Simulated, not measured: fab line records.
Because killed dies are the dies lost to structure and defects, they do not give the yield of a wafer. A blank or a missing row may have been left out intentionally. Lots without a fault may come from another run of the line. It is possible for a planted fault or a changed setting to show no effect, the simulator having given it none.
Chamber matching -- flow n5-finfet -- N5_SD_EPI_N_ETCH_16 on rie-diel-02 has 4 sister chambers
The step etches SiO2 in CHF3/O2, target depth 5 nm. 8 wafers are shown with their chamber, then 8 later ones without.

EACH WAFER AND ITS CHAMBER
wafer,chamber,showerhead-plenum-p-Torr (Torr),drypump-motor-current-A (A)
L086.1,3,2.37,5.7
L088.1,3,2.37,5.7
L088.2,1,2.39,5.5
L088.4,2,2.51,5.2
L090.1,1,2.38,5.5
L090.2,2,2.51,5.3
L090.4,0,2.44,6.3
L092.3,0,2.44,6.3

WAFERS WITHOUT THEIR CHAMBER
wafer,showerhead-plenum-p-Torr (Torr),drypump-motor-current-A (A)
L092.4,2.38,5.5
L092.5,2.38,5.5
L093.1,2.37,5.7
L093.3,2.51,5.2
L093.5,2.37,5.7
L094.1,2.51,5.2
L094.2,2.38,5.4
L094.5,2.51,5.2

CHAMBER TAKEN BY EACH
wafer,from the rows above,in truth
L092.4,1,1
L092.5,1,1
L093.1,3,3
L093.3,2,2
L093.5,3,3
L094.1,2,2
L094.2,1,1
L094.5,2,2
Correctly placed: 8 of 8. Not placeable from these rows: 0. Wrongly placed: 0.
How it was worked out, from the rows above alone: a wafer's distance from a chamber is the root of the sum, over the readings, of the square of ((its reading less the chamber's mean) divided by the reading's scatter). The wafer belongs to the nearest chamber; if the next one is less than 2 further off, it can't be placed. For every chamber, the mean is computed from those of its wafers that are shown. How the scatter is found: for the shown wafers, subtract from each reading the mean of its chamber, square and add these, divide the total by (wafers less chambers), then take the root.
